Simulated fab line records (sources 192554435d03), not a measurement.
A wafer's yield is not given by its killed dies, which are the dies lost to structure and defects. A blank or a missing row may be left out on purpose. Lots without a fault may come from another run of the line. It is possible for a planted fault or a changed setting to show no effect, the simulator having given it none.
Comparing a struck lot with a sound one / flow n5-finfet / 20 out of 1938 route steps
Sound: the wafers L583.2, L583.3, L583.5. Struck: wafers L589.2, L589.4, L589.5. The cause comes at the end.
Per side, at each step with rows, come the tool, then ch with its chambers, and then its first start. Under that, the readings that differ: sound wafers / struck wafers / difference of the means / sigmas: that difference in standard deviations of wafers without a fault.
alike: a reading whose means differ by less than 2 such deviations, as well as words and numbers matching on both sides. not compared: withheld readings; readings where some wafer has no value; bounds like >300 that might hide an equal value; numbers whose values overlap and for which the record gives no deviation.
A row with sigmas, a row that says differs or no value, or rows on one side alone: a step with any of these is where the two part. Numbers that have no deviation but don't overlap get no sigmas and don't part them. Lack of a reading on every wafer of one side parts them only where that side has two or more wafers.

N5_FIN_CUT_DESCUM_13: chemistry O2, time 7 s.
  sound on rie-diel-04 ch 1,2,3, day 3 02:49; struck on rie-diel-04 ch 1,2,3, day 4 15:21
  alike: drypump-motor-current-A, oes-product-au, rf-vpp-V, showerhead-plenum-p-Torr, temp-c, throttle-valve-pct
  not compared: rf-hours-counter-h
then, 1 step without rows for these wafers: N5_FIN_CUT_ETCH_30 (etches underlayer in N2/H2, target depth 13 nm, time 10.4 s).
N5_FIN_CUT_ETCH_20: etches SiARC in CF4, target depth 26 nm, time 43.3 s.
  sound on rie-diel-04 ch 1,2,3, day 3 02:52; struck on rie-diel-04 ch 1,2,3, day 4 15:25
  alike: drypump-motor-current-A, etch-rf-on-time-s, oes-product-au, rf-vpp-V, showerhead-plenum-p-Torr, throttle-valve-pct
  not compared: rf-hours-counter-h
then, 3 steps without rows for these wafers: N5_FIN_CUT_ETCH_21 (etches SOC in N2/H2, target depth 219 nm, overetch 43.8 nm, time 523.5 s); N5_FIN_CUT_STRIP_23 (strips in N2/H2); N5_FIN_CUT_STRIP_31 (strips in N2/H2).
N5_FIN_CUT_STRIP_24: strips in CF4.
  sound on rie-diel-04 ch 1,2,3, day 3 03:13; struck on rie-diel-04 ch 1,2,3, day 4 15:46
  alike: drypump-motor-current-A, oes-product-au, rf-vpp-V, showerhead-plenum-p-Torr, throttle-valve-pct
  not compared: rf-hours-counter-h
then, 2 steps without rows for these wafers: N5_FIN_CUT_CUT_ETCH_26 (etches SiNx in CH3F/O2, target depth 39 nm, time 55.7 s); N5_FIN_CUT_CUT_ETCH_27 (etches SiO2 in CHF3/O2, target depth 4 nm, overetch 2 nm, time 4.9 s).
N5_FIN_CUT_PRECLEAN_35: cleans in vHF, time 13.3 s.
  sound on vapor-etch-02 ch 0,1, day 3 03:22; struck on vapor-etch-02 ch 0,1, day 4 15:55
  alike: drypump-motor-current-A, temp-c
then, 2 steps without rows for these wafers: N5_FIN_CUT_CUT_ETCH_15 (etches Si in HBr/Cl2/O2, target depth 100 nm, bt time 10 s, time 42.4 s); N5_FIN_CUT_CUT_ETCH_28 (etches Si in HBr/Cl2/O2, target depth 6 nm, time 2.4 s).
N5_FIN_CUT_STRIP_22: strips in N2/H2.
  sound on rie-diel-06 ch 1,2, day 3 03:34; struck on rie-diel-06 ch 1,2,3, day 4 16:07
  alike: drypump-motor-current-A, oes-product-au, rf-vpp-V, showerhead-plenum-p-Torr, temp-c, throttle-valve-pct
  not compared: rf-hours-counter-h
then, 3 steps without rows for these wafers: N5_FIN_CUT_PRECLEAN_36 (cleans in O3/DIW, time 60 s); N5_FIN_CUT_SRD_32 (time 30 s); N5_FIN_CUT_UV_OZONE_34 (time 120 s).
N5_FIN_CUT_INSPECT_17: inspects for defects (brightfield).
  sound: defect-inspect-01 at day 3 03:43; struck: defect-inspect-02 at day 4 16:16
reading=raw-defect-count; sound=237 252 349; struck=1637 1537 1557; difference=+1298; sigmas=+27
N5_STI_FIN_REVEAL_ALD_00: deposits SiO2, target thk 1 nm, pulse time 1 s.
  sound on ald-sin-01 ch 0,2, day 3 04:20; struck on ald-sin-01 ch 0,2, day 4 16:58
  alike: heater-power-w, precursor-pulse-height-rel
-- record jumps: 6 days separate the struck wafers' starts on either side; left off in module STI_FIN_REVEAL, taken up again in module BEOL_M4, whose first shown step is the route's number 1111 --
N5_BEOL_M4_RC_MEAS_101:
  sound on prober-02 ch 0, day 9 15:13; struck on prober-01 ch 0, day 10 20:57
  alike: DIBL_N, DIBL_P, IOFF_N, IOFF_P, ION_N, ION_P, SS_N, SS_P, VT_N, VT_P
-- the record jumps here: 4 days lie between the struck wafers' starts before and after (it left off in module BEOL_M4 and takes up again in module PASSIVATION, whose first step shown is number 1936 of the route) --
N5_PASSIVATION_PROBE_49:
  sound: prober-01 at day 14 03:08; struck: prober-02 at day 15 05:58
reading=defect-limited-yield (%); sound=88.6 87.9 89.6; struck=83.6 86.0 83.3; difference=-4.4; sigmas=-3
reading=killed-at-front-end; sound=66 75 48; struck=135 95 130; difference=+57; sigmas=+4
reading=killed-dies; sound=135 143 123; struck=194 165 197; difference=+52; sigmas=+3
reading=killed-on-rim; sound=25 17 20; struck=39 30 32; difference=+13; sigmas=+3
reading=sort_bin_5_function (%); sound=7.2 6.1 6.4; struck=8.9 8.4 10.1; difference=+2.6; sigmas=+3
reading=sort-n-pass; sound=1045 1037 1057; struck=986 1015 983; difference=-52; sigmas=-3
reading=sort-yield-pct (%); sound=88.6 87.9 89.6; struck=83.6 86.0 83.3; difference=-4.4; sigmas=-3
  alike: killed_at_M0_to_M3, killed_at_M4_up, killed-at-contacts, killed-at-other, killed-open, killed-short, sort_bin_6_memory

== WHERE THEY PART ==
Last at N5_PASSIVATION_PROBE_49 as far as this record goes, first at N5_FIN_CUT_INSPECT_17.

WHY: what had been put in by the simulator
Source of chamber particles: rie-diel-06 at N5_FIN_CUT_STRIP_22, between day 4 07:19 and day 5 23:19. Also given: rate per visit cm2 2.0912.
